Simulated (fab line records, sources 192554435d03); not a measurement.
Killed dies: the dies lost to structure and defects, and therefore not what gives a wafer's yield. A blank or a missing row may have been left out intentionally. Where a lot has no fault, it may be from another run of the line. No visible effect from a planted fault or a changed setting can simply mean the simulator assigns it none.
Lot-split experiment ; flow n5 finfet ; 7 lots, 21 wafers read, on a route of 1938 steps

== THE SPLIT ITSELF ==
At N5_BEOL_M8_DESCUM_33 (chemistry O2, time 7 s), the setting time s was moved away from the recipe's 7 s on 6 of the 21 wafers read, by -21.1% to +8.9%. For the rest of the wafers, this setting stayed at what the recipe calls for.

Between the split and the reading, the file records no step.

== THE READING ==
CAR-EUV_of_BEOL_M8_COAT_22.thk nm (the simulator's own value, which no gauge read), in nm, at N5_BEOL_M8_ETCH_72 (etches underlayer in N2/H2, target depth 6.5 nm, time 5.2 s). There is no usual value for it anywhere in the file. Average 20.3 nm, standard deviation 0.098 nm, over the 15 wafers here run with the recipe.

wafer;tool, chamber at the split;time s as run, s;against the recipe;CAR-EUV_of_BEOL_M8_COAT_22.thk nm, nm;against lot-mates on the recipe
L081.3;rie diel-05, 3;7;recipe;20.4;-
L081.4;rie diel-05, 0,1;7;recipe;20.4;-
L081.6;rie diel-05, 0,1;7;recipe;20.4;-
L083.2;rie diel-04, 1,0;7;recipe;20.4;-
L083.6;rie diel-04, 1,0;7;recipe;20.4;-
L083.4;rie diel-04, 3;5.921;-15.4%;21;+0.6
L087.2;rie diel-02, 3,2;5.525;-21.1%;21;+0.8
L087.5;rie diel-02, 1;7;recipe;20.2;-
L087.6;rie diel-02, 3,2;5.525;-21.1%;21.2;+1.0
L088.1;rie diel-05, 2,3;7;recipe;20.4;-
L088.3;rie diel-05, 1;7;recipe;20.4;-
L088.5;rie diel-05, 2,3;7;recipe;20.4;-
L095.2;rie diel-04, 2;7.623;+8.9%;19.8;no lot-mate on the recipe
L095.4;rie diel-04, 2;7.623;+8.9%;19.8;no lot-mate on the recipe
L095.3;rie diel-04, 1;7.623;+8.9%;20;no lot-mate on the recipe
L097.3;rie diel-05, 2,2,1;7;recipe;20.4;-
L097.5;rie diel-05, 2,2,1;7;recipe;20.2;-
L097.6;rie diel-05, 2,2,1;7;recipe;20.2;-
L089.1;rie diel-02, 3,2,3;7;recipe;20.2;-
L089.2;rie diel-02, 3,2,3;7;recipe;20.2;-
L089.5;rie diel-02, 3,2,3;7;recipe;20.2;-
When a row names more than one chamber, that row covers several wafers, and the file does not tell which wafer ran in which chamber.

FIT RESULTS
A straight line over all 21 wafers: CAR-EUV_of_BEOL_M8_COAT_22.thk nm changes by -0.0411 nm for each +1% of time s; r = -0.95; the points scatter about the line by 0.11 nm.
The same after taking each lot's own level away (the mean of its wafers on the recipe; 18 wafers): -0.042 nm for each +1%; r = -0.99; scatter 0.056 nm.
On that fit, the largest move of time s shifts the reading by 0.88 nm.
The span of the lots' own levels, 20.20 to 20.40 nm, comes to 2.0 times the standard deviation stated above.
Consequently the slope shifts little with the lot-to-lot level, the two slopes agreeing.
Check: with one of the wafers moved furthest among these (-21.1%) left out of the fit, the line predicts +0.938 nm for it against its lot-mates. It came out at +0.8 nm against them.

== THE OTHER SPLITS THESE WAFERS WENT THROUGH ==
Other splits were also applied to these wafers ahead of the reading. Each is held against what the fit with the lots' levels taken away leaves over:
other split on the same wafers;wafers away from the commonest value;r with CAR-EUV_of_BEOL_M8_COAT_22.thk nm (lot level and that fit taken away)
N5_BEOL_M7_EXPOSE_08 dose mj;12;-0.35

== THE WHOLE CHAIN: every reading that the file lists as answering this split, in the file's order ==
step;what it does;reading;change (the file's fit);r (the file's)
N5_BEOL_M8_DESCUM_33;chemistry O2, time 7 s;CAR-EUV_of_BEOL_M8_COAT_22.thk nm (the simulator's own value, which no gauge read);-0.0338 nm for each +1% of the setting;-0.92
N5_BEOL_M8_ETCH_72;etches underlayer in N2/H2, target depth 6.5 nm, time 5.2 s;CAR-EUV_of_BEOL_M8_COAT_22.thk nm (the simulator's own value, which no gauge read);-0.0414 nm for each +1% of the setting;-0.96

== THE FILE'S OWN FIT ==
CAR-EUV_of_BEOL_M8_COAT_22.thk nm changes by -0.0414 nm for each +1% of time s, r = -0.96.
